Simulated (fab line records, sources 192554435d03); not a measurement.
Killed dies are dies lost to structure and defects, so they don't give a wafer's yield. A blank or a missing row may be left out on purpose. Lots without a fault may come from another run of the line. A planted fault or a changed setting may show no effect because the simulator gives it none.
Split-lot experiment | flow n5_finfet | 7 lots, 39 wafers read, on a route of 1938 steps

THE SPLIT
At N5_WELL_APT_EXPOSE_05 (exposes mask NWELL, defocus 0 nm, target cd 200 nm), the setting dose_mj was moved away from the recipe's 20.3 on 15 of the 39 wafers read, by -7.6% to +7.5%. The other wafers ran this setting at the recipe's value.

FROM THE SPLIT TO THE READING: what the file shows between them, 3 steps
- N5_WELL_APT_PEB_06: peb time 90 s
- N5_WELL_APT_DEVELOP_07: develop time 45 s
- N5_WELL_APT_HARDBAKE_12: time 120 s

THE READING
cd_nm, in nm, at N5_WELL_APT_CD_MEAS_08 (target cd 200 nm). Fault-free wafers of this fab line usually give 200.1 nm, standard deviation 1.9 nm.

wafer  | tool, chamber at the split | dose_mj as run | against the recipe | cd_nm, nm | against lot-mates on the recipe
L074.1 | krf_scanner-01, 0          | 20.3           | recipe             | 197.1     | -
L074.2 | krf_scanner-01, 0          | 19.71          | -2.9%              | 193.4     | -4.8
L074.3 | krf_scanner-01, 0          | 19.71          | -2.9%              | 192.3     | -5.9
L074.4 | krf_scanner-01, 0          | 19.71          | -2.9%              | 194.1     | -4.1
L074.5 | krf_scanner-01, 0          | 20.3           | recipe             | 197.8     | -
L074.6 | krf_scanner-01, 0          | 20.3           | recipe             | 199.8     | -
L084.1 | krf_scanner-02, 0          | 21.28          | +4.8%              | 207.9     | +6.6
L084.2 | krf_scanner-02, 0          | 21.28          | +4.8%              | 208.9     | +7.6
L084.3 | krf_scanner-02, 0          | 20.3           | recipe             | 202.0     | -
L084.4 | krf_scanner-02, 0          | 21.28          | +4.8%              | 207.8     | +6.5
L084.5 | krf_scanner-02, 0          | 20.3           | recipe             | 202.0     | -
L084.6 | krf_scanner-02, 0          | 20.3           | recipe             | 199.8     | -
L086.1 | krf_scanner-01, 0          | 18.75          | -7.6%              | 188.9     | -12.1
L086.2 | krf_scanner-01, 0          | 18.75          | -7.6%              | 188.1     | -12.9
L086.3 | krf_scanner-01, 0          | 18.75          | -7.6%              | 185.5     | -15.5
L086.4 | krf_scanner-01, 0          | 20.3           | recipe             | 200.4     | -
L086.5 | krf_scanner-01, 0          | 20.3           | recipe             | 201.8     | -
L086.6 | krf_scanner-01, 0          | 20.3           | recipe             | 200.9     | -
L087.1 | krf_scanner-01, 0          | 20.3           | recipe             | 199.6     | -
L087.2 | krf_scanner-01, 0          | 20.3           | recipe             | 201.5     | -
L087.3 | krf_scanner-01, 0          | 20.3           | recipe             | 199.6     | -
L087.4 | krf_scanner-01, 0          | 20.3           | recipe             | 201.4     | -
L087.5 | krf_scanner-01, 0          | 20.3           | recipe             | 201.4     | -
L087.6 | krf_scanner-01, 0          | 20.3           | recipe             | 201.8     | -
L091.1 | krf_scanner-01, 0          | 19.04          | -6.2%              | 192.3     | -9.9
L091.2 | krf_scanner-01, 0          | 19.04          | -6.2%              | 192.4     | -9.8
L091.3 | krf_scanner-01, 0          | 20.3           | recipe             | 203.2     | -
L091.4 | krf_scanner-01, 0          | 19.04          | -6.2%              | 192.7     | -9.5
L091.5 | krf_scanner-01, 0          | 20.3           | recipe             | 202.1     | -
L091.6 | krf_scanner-01, 0          | 20.3           | recipe             | 201.2     | -
L093.1 | krf_scanner-01, 0          | 20.3           | recipe             | 200.5     | -
L093.2 | krf_scanner-01, 0          | 21.83          | +7.5%              | 208.9     | +10.1
L093.3 | krf_scanner-01, 0          | 21.83          | +7.5%              | 208.6     | +9.8
L093.4 | krf_scanner-01, 0          | 21.83          | +7.5%              | 213.3     | +14.5
L093.5 | krf_scanner-01, 0          | 20.3           | recipe             | 197.9     | -
L093.6 | krf_scanner-01, 0          | 20.3           | recipe             | 197.9     | -
L095.1 | krf_scanner-01, 0          | 20.3           | recipe             | 200.2     | -
L095.2 | krf_scanner-01, 0          | 20.3           | recipe             | 198.1     | -
L095.5 | krf_scanner-01, 0          | 20.3           | recipe             | 198.6     | -

THE FIT
A straight line over all 39 wafers: cd_nm changes by +1.5 nm for each +1% of dose_mj; r = +0.95; the points scatter about the line by 1.8 nm.
The same after taking each lot's own level away (the mean of its wafers on the recipe; 39 wafers): +1.6 nm for each +1%; r = +0.98; scatter 1.2 nm.
On that fit, the largest move of dose_mj shifts the reading by 12 nm.
The lots' own levels span 198.23 to 202.17 nm, that is 2.1 times the standard deviation above.
So the lot-to-lot level changes the slope little: the two slopes agree.
Check: with one of the wafers moved furthest among these (-7.6%) left out of the fit, the line predicts -12.5 nm for it against its lot-mates. It came out at -12.1 nm against them.

THE WHOLE CHAIN: every reading that the file lists as answering this split, in the file's order
step                   | what it does             | reading                                                         | change (the file's fit)              | r (the file's)
N5_WELL_APT_CD_MEAS_08 | target cd 200 nm         | cd_nm                                                           | +1.61 nm for each +1% of the setting | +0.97
N5_WELL_APT_DESCUM_13  | chemistry O2, time 7.9 s | WELL_APT.cd_nm (the simulator's own value, which no gauge read) | +1.6 nm for each +1% of the setting  | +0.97

THE FILE'S OWN FIT
cd_nm changes by +1.61 nm for each +1% of dose_mj, r = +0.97.
